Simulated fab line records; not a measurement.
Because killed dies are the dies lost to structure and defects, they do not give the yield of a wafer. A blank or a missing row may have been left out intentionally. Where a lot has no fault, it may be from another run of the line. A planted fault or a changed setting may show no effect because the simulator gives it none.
Matching of chambers -- flow n5-finfet -- 4 sister chambers for N5_HKMG_FIN_ALD_36 on ald-metal-02
The step deposits TiN, target thk 1 nm, pulse time 1 s, purge time 3 s. 8 wafers are shown with their chamber, then 9 later ones without.

== WAFERS PAIRED WITH THEIR CHAMBERS ==
wafer,chamber,heater-power-w (W),precursor-pulse-height-rel
L080.5,1,938,0.999
L086.5,3,869,0.988
L087.3,0,808,0.996
L087.4,2,899,0.992
L087.5,2,883,1.025
L093.1,0,810,0.990
L093.2,3,887,1.018
L093.3,1,992,1.005

== WAFERS MISSING THEIR CHAMBER ==
wafer,heater-power-w (W),precursor-pulse-height-rel
L093.4,877,0.978
L093.5,806,0.934
L093.6,961,1.011
L097.2,876,1.017
L097.4,897,0.979
L097.5,863,1.034
L096.1,873,1.014
L096.2,825,0.998
L096.4,866,1.011

== EACH ONE'S CHAMBER ==
wafer,from the rows above,in truth
L093.4,can't be placed: 3 or 2 or 0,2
L093.5,can't be placed: 0 or 3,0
L093.6,1,1
L097.2,can't be placed: 3 or 2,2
L097.4,can't be placed: 3 or 2 or 1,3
L097.5,can't be placed: 3 or 2 or 0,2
L096.1,can't be placed: 3 or 2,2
L096.2,can't be placed: 0 or 3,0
L096.4,can't be placed: 3 or 2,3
Correct placement for 1 of the 9. Can't be placed from these rows: 8 (the true chamber is among the candidates in 8). Wrongly placed: 0.
How it was worked out, from the rows above alone: a wafer's distance from a chamber is the root of the sum, over the readings, of the square of ((its reading less the chamber's mean) divided by the reading's scatter). The wafer belongs to the nearest chamber; if the next one is less than 2 further off, it can't be placed. The mean given for a chamber averages the wafers shown for that chamber. The scatter is the square root of a quotient: the sum, over the shown wafers, of each reading's squared deviation from its chamber's mean, divided by wafers minus chambers.
